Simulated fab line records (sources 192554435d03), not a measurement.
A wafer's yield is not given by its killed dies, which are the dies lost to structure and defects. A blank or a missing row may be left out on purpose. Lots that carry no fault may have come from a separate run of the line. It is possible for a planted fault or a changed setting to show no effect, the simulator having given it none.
Which of the tools did it? / flow n5 finfet / Sampling: 12 lots, 36 wafers, 3 of 1938 route steps

## WHAT EACH GAUGE READ, for each wafer
N5_BEOL_M6_RS_MEAS_57: the measuring method here is four-point-probe.
lot=L076; measured=day 9 02:11; on=film metro-02; M6_RS (ohm/sq)=0.322 0.300 0.299
lot=L077; measured=day 9 07:17; on=film metro-01; M6_RS (ohm/sq)=0.285 0.299 0.291
lot=L079; measured=day 10 00:43; on=film metro-01; M6_RS (ohm/sq)=0.311 0.299 0.305
lot=L080; measured=day 10 10:56; on=film metro-01; M6_RS (ohm/sq)=0.296 0.283 0.317
lot=L083; measured=day 11 01:14; on=film metro-01; M6_RS (ohm/sq)=0.282 0.293 0.288
lot=L086; measured=day 11 18:50; on=film metro-01; M6_RS (ohm/sq)=0.312 0.300 0.284
lot=L088; measured=day 11 23:47; on=film metro-01; M6_RS (ohm/sq)=0.294 0.288 0.275
lot=L089; measured=day 12 11:22; on=film metro-02; M6_RS (ohm/sq)=0.279 0.286 0.301
lot=L093; measured=day 13 12:58; on=film metro-01; M6_RS (ohm/sq)=0.289 0.287 0.289
lot=L092; measured=day 14 00:09; on=film metro-02; M6_RS (ohm/sq)=0.286 0.288 0.297
lot=L095; measured=day 14 11:12; on=film metro-02; M6_RS (ohm/sq)=0.287 0.291 0.301
lot=L097; measured=day 14 20:05; on=film metro-01; M6_RS (ohm/sq)=0.305 0.307 0.290

## EACH LOT AND THE TOOL THAT RAN IT (in order: tool; ch and the chambers of the sampled wafers; start)
lot=L076; N5_BEOL_M5_ANNEAL_51=rtp anneal-01 ch 0, day 8 16:43; N5_BEOL_M6_STRIP_36=rie diel-02 ch 2,3, day 8 22:50
lot=L077; N5_BEOL_M5_ANNEAL_51=rtp anneal-01 ch 0, day 8 23:43; N5_BEOL_M6_STRIP_36=rie diel-04 ch 2,3, day 9 04:00
lot=L079; N5_BEOL_M5_ANNEAL_51=rtp anneal-01 ch 0, day 9 15:08; N5_BEOL_M6_STRIP_36=rie diel-05 ch 1,2, day 9 20:59
lot=L080; N5_BEOL_M5_ANNEAL_51=rtp anneal-01 ch 0, day 10 00:49; N5_BEOL_M6_STRIP_36=rie diel-02 ch 0,1,3, day 10 07:19
lot=L083; N5_BEOL_M5_ANNEAL_51=rtp anneal-02 ch 0, day 10 16:14; N5_BEOL_M6_STRIP_36=rie diel-04 ch 0,1, day 10 22:20
lot=L086; N5_BEOL_M5_ANNEAL_51=rtp anneal-01 ch 0, day 11 07:14; N5_BEOL_M6_STRIP_36=rie diel-02 ch 0,2,3, day 11 16:01
lot=L088; N5_BEOL_M5_ANNEAL_51=rtp anneal-02 ch 0, day 11 16:09; N5_BEOL_M6_STRIP_36=rie diel-05 ch 1,2,3, day 11 21:02
lot=L089; N5_BEOL_M5_ANNEAL_51=rtp anneal-01 ch 0, day 12 00:58; N5_BEOL_M6_STRIP_36=rie diel-04 ch 0,1,3, day 12 07:32
lot=L093; N5_BEOL_M5_ANNEAL_51=rtp anneal-01 ch 0, day 13 03:40; N5_BEOL_M6_STRIP_36=rie diel-04 ch 0,1, day 13 09:17
lot=L092; N5_BEOL_M5_ANNEAL_51=rtp anneal-01 ch 0, day 13 14:26; N5_BEOL_M6_STRIP_36=rie diel-04 ch 0,3, day 13 20:17
lot=L095; N5_BEOL_M5_ANNEAL_51=rtp anneal-02 ch 0, day 14 00:27; N5_BEOL_M6_STRIP_36=rie diel-04 ch 2,3, day 14 04:59
lot=L097; N5_BEOL_M5_ANNEAL_51=rtp anneal-01 ch 0, day 14 11:02; N5_BEOL_M6_STRIP_36=rie diel-04 ch 1,2, day 14 17:28
- N5_BEOL_M5_ANNEAL_51: time 90 s.
- N5_BEOL_M6_STRIP_36: strips in N2/H2.

## THE ANSWER, worked out from the rows above alone
Rule: usual is defined by the lots themselves. Put in order of their means at a reading, lots are off if they are a third of the lots or fewer, leave a main group of 4 or more, and stand apart from it by a gap of 3 or more times the standard deviation of the main group's means; of several such gaps the widest counts. If all means in a main group match to the digits the tables above print for the reading, that group is not used. A lot without any number at a reading at which 4 lots or more have one is off too. The other lots that the step has rows for count as sound.
Nothing can be told from this: no lot is off at any reading shown.

## WHAT THE SIMULATOR HAD PUT IN
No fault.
